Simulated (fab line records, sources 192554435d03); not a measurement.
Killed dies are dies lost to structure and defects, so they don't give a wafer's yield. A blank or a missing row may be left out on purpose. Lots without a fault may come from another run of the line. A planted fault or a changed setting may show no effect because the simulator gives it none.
Chamber matching | flow n5_finfet | N5_ILD0_LINER_00 on ald_sin-04: 4 sister chambers
The step material SiNx, target thk 4 nm, pulse time 1 s, purge time 2 s. 20 wafers are shown with their chamber, then 10 later ones without.

WAFERS WITH THEIR CHAMBER
wafer  | chamber | heater_power_w (W) | precursor_pulse_height_rel
L076.2 | 0       | 822                | 0.998
L076.3 | 2       | 824                | 0.973
L076.5 | 2       | 857                | 0.985
L077.2 | 1       | 782                | 1.026
L077.4 | 3       | 766                | 1.028
L077.6 | 0       | 830                | 1.003
L079.1 | 2       | 837                | 1.009
L079.2 | 0       | 817                | 1.004
L079.4 | 1       | 805                | 0.952
L080.1 | 2       | 843                | 1.005
L080.3 | 3       | 771                | 0.967
L080.4 | 0       | 827                | 0.983
L082.1 | 1       | 772                | 0.990
L082.4 | 2       | 861                | 1.006
L082.6 | 0       | 837                | 1.029
L083.1 | 2       | 826                | 0.974
L083.2 | 0       | 810                | 0.975
L083.5 | 2       | 857                | 1.002
L084.2 | 1       | 778                | 1.017
L084.4 | 0       | 826                | 0.990

SIGNATURES (means of the wafers above)
reading                    | chamber 0 | chamber 1 | chamber 2 | chamber 3 | scatter within a chamber
heater_power_w             | 824.14    | 784.25    | 843.57    | 768.50    | 12.5
precursor_pulse_height_rel | 0.99743   | 0.99625   | 0.99343   | 0.99750   | 0.023
Rule: a wafer's distance from a chamber is the root of the sum, over the readings, of the square of ((its reading less the chamber's mean) divided by the reading's scatter). The wafer belongs to the nearest chamber; if the next one is less than 2 further off, it can't be placed. The scatter: the root of (the sum of the squares of (reading less its chamber's mean) over the shown wafers, divided by (wafers less chambers)).

WAFERS WITHOUT THEIR CHAMBER
wafer  | heater_power_w (W) | precursor_pulse_height_rel
L084.5 | 830                | 1.015
L086.2 | 758                | 0.964
L086.4 | 810                | 1.006
L086.5 | 775                | 1.029
L088.1 | 762                | 0.986
L088.2 | 821                | 0.981
L088.5 | 770                | 0.999
L093.2 | 805                | 0.998
L093.4 | 765                | 0.981
L093.6 | 818                | 0.998

WHICH CHAMBER EACH WENT THROUGH
wafer  | from the rows above               | in truth
L084.5 | can't be placed: 0 or 2           | 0
L086.2 | can't be placed: 3 or 1           | 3
L086.4 | can't be placed: 0 or 1 or 2      | 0
L086.5 | can't be placed: 3 or 1           | 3
L088.1 | can't be placed: 3 or 1           | 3
L088.2 | can't be placed: 0 or 2           | 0
L088.5 | can't be placed: 3 or 1           | 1
L093.2 | can't be placed: 0 or 1 or 3 or 2 | 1
L093.4 | can't be placed: 3 or 1           | 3
L093.6 | can't be placed: 0 or 2           | 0
Placed correctly: 0 of 10. Can't be placed from these rows: 10 (the true chamber is among the candidates in 10). Placed wrongly: 0.
